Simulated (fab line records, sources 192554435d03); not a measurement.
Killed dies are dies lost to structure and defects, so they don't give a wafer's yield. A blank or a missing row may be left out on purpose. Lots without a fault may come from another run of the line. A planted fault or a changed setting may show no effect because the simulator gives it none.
Split-lot experiment | flow n5_finfet | 7 lots, 21 wafers read, on a route of 1938 steps

THE SPLIT
At N5_BEOL_M11_COAT_63 (time 60 s, resist thk 100 nm), the setting spin_rpm was moved away from the recipe's 1500 rpm on 8 of the 21 wafers read, by -10.6% to +4.7%. The other wafers ran this setting at the recipe's value.

FROM THE SPLIT TO THE READING: what the file shows between them, 7 steps
- N5_BEOL_M11_COAT_22: resist thk 90 nm (also split here: spin_rpm)
- N5_BEOL_M11_EBR_24
- N5_BEOL_M11_SOFTBAKE_23: time 60 s
- N5_BEOL_M11_DESCUM_33: chemistry O2, time 7.9 s
- N5_BEOL_M11_ETCH_65: etches SiARC in CF4, target depth 39 nm, time 65 s
- N5_BEOL_M11_ETCH_66: etches SOC in N2/H2, target depth 120 nm, overetch 24 nm, time 180 s
- N5_BEOL_M11_STRIP_69: strips in N2/H2

THE READING
SOC_of_BEOL_M11_COAT_63.thk_nm (the simulator's own value, which no gauge read), in nm, at N5_BEOL_M11_VIA_ETCH_34 (etches SiCOH lowk in C4F6/O2, target depth 184.5 nm, time 69.2 s). The file gives no usual value for it. The 13 wafers here that ran the recipe average 92.0 nm, standard deviation 0.31 nm.

wafer  | tool, chamber at the split | spin_rpm as run, rpm | against the recipe | SOC_of_BEOL_M11_COAT_63.thk_nm, nm | against lot-mates on the recipe
L074.1 | litho_track-03, 0          | 1567                 | +4.5%              | 90                                 | -1.6
L074.3 | litho_track-03, 0          | 1567                 | +4.5%              | 90                                 | -1.6
L074.5 | litho_track-03, 0          | 1500                 | recipe             | 91.6                               | -
L078.1 | litho_track-05, 0          | 1500                 | recipe             | 92                                 | -
L078.2 | litho_track-05, 0          | 1500                 | recipe             | 92.4                               | -
L078.5 | litho_track-05, 0          | 1500                 | recipe             | 92.2                               | -
L080.1 | litho_track-02, 0          | 1429                 | -4.7%              | 94.4                               | no lot-mate on the recipe
L080.3 | litho_track-02, 0          | 1429                 | -4.7%              | 94.4                               | no lot-mate on the recipe
L080.4 | litho_track-02, 0          | 1429                 | -4.7%              | 94.6                               | no lot-mate on the recipe
L088.1 | litho_track-05, 0          | 1500                 | recipe             | 91.8                               | -
L088.3 | litho_track-05, 0          | 1500                 | recipe             | 91.8                               | -
L088.2 | litho_track-05, 0          | 1341                 | -10.6%             | 97.8                               | +6.0
L087.1 | litho_track-02, 0          | 1500                 | recipe             | 92.2                               | -
L087.2 | litho_track-02, 0          | 1500                 | recipe             | 92                                 | -
L087.3 | litho_track-02, 0          | 1500                 | recipe             | 92.6                               | -
L086.1 | litho_track-03, 0          | 1570                 | +4.7%              | 89.6                               | -2.3
L086.3 | litho_track-03, 0          | 1500                 | recipe             | 92.2                               | -
L086.4 | litho_track-03, 0          | 1500                 | recipe             | 91.6                               | -
L096.2 | litho_track-03, 0          | 1437                 | -4.2%              | 94                                 | +2.3
L096.3 | litho_track-03, 0          | 1500                 | recipe             | 91.6                               | -
L096.6 | litho_track-03, 0          | 1500                 | recipe             | 91.8                               | -

THE FIT
A straight line over all 21 wafers: SOC_of_BEOL_M11_COAT_63.thk_nm changes by -0.516 nm for each +1% of spin_rpm; r = -0.99; the points scatter about the line by 0.29 nm.
The same after taking each lot's own level away (the mean of its wafers on the recipe; 18 wafers): -0.512 nm for each +1%; r = -0.99; scatter 0.31 nm.
On that fit, the largest move of spin_rpm shifts the reading by 5.4 nm.
The lots' own levels span 91.60 to 92.27 nm, that is 2.2 times the standard deviation above.
So the lot-to-lot level changes the slope little: the two slopes agree.
Check: with one of the wafers moved furthest among these (-10.6%) left out of the fit, the line predicts +4.76 nm for it against its lot-mates. It came out at +6 nm against them.

OTHER SPLITS ON THESE WAFERS
These wafers also went through other splits before the reading. Each is held against what the fit with the lots' levels taken away leaves over:
other split on the same wafers     | wafers away from the commonest value | r with SOC_of_BEOL_M11_COAT_63.thk_nm (lot level and that fit taken away)
N5_BEOL_M8_TRENCH_ETCH_37 source_w | 11                                   | +0.23
N5_BEOL_M8_ALD_77 ald_cycles       | 6                                    | +0.62
N5_BEOL_M9_ETCH_62 source_w        | 7                                    | +0.01
N5_BEOL_M9_COAT_22 spin_rpm        | 7                                    | +0.02
N5_BEOL_M10_EXPOSE_25 dose_mj      | 6                                    | +0.02
N5_BEOL_M10_PEB_26 peb_time_s      | 7                                    | +0.29
N5_BEOL_M11_COAT_22 spin_rpm       | 6                                    | +0.18

THE WHOLE CHAIN: every reading that the file lists as answering this split, in the file's order
step                    | what it does                                                         | reading                                                                         | change (the file's fit)               | r (the file's)
N5_BEOL_M11_COAT_63     | time 60 s, resist thk 100 nm                                         | SOC_of_BEOL_M11_COAT_63.thk_nm (the simulator's own value, which no gauge read) | -0.503 nm for each +1% of the setting | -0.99
N5_BEOL_M11_ETCH_66     | etches SOC in N2/H2, target depth 120 nm, overetch 24 nm, time 180 s | etch.depth_nm (the simulator's own value, which no gauge read)                  | -0.504 nm for each +1% of the setting | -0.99
N5_BEOL_M11_VIA_ETCH_34 | etches SiCOH lowk in C4F6/O2, target depth 184.5 nm, time 69.2 s     | SOC_of_BEOL_M11_COAT_63.thk_nm (the simulator's own value, which no gauge read) | -0.531 nm for each +1% of the setting | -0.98

THE FILE'S OWN FIT
SOC_of_BEOL_M11_COAT_63.thk_nm changes by -0.531 nm for each +1% of spin_rpm, r = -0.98.
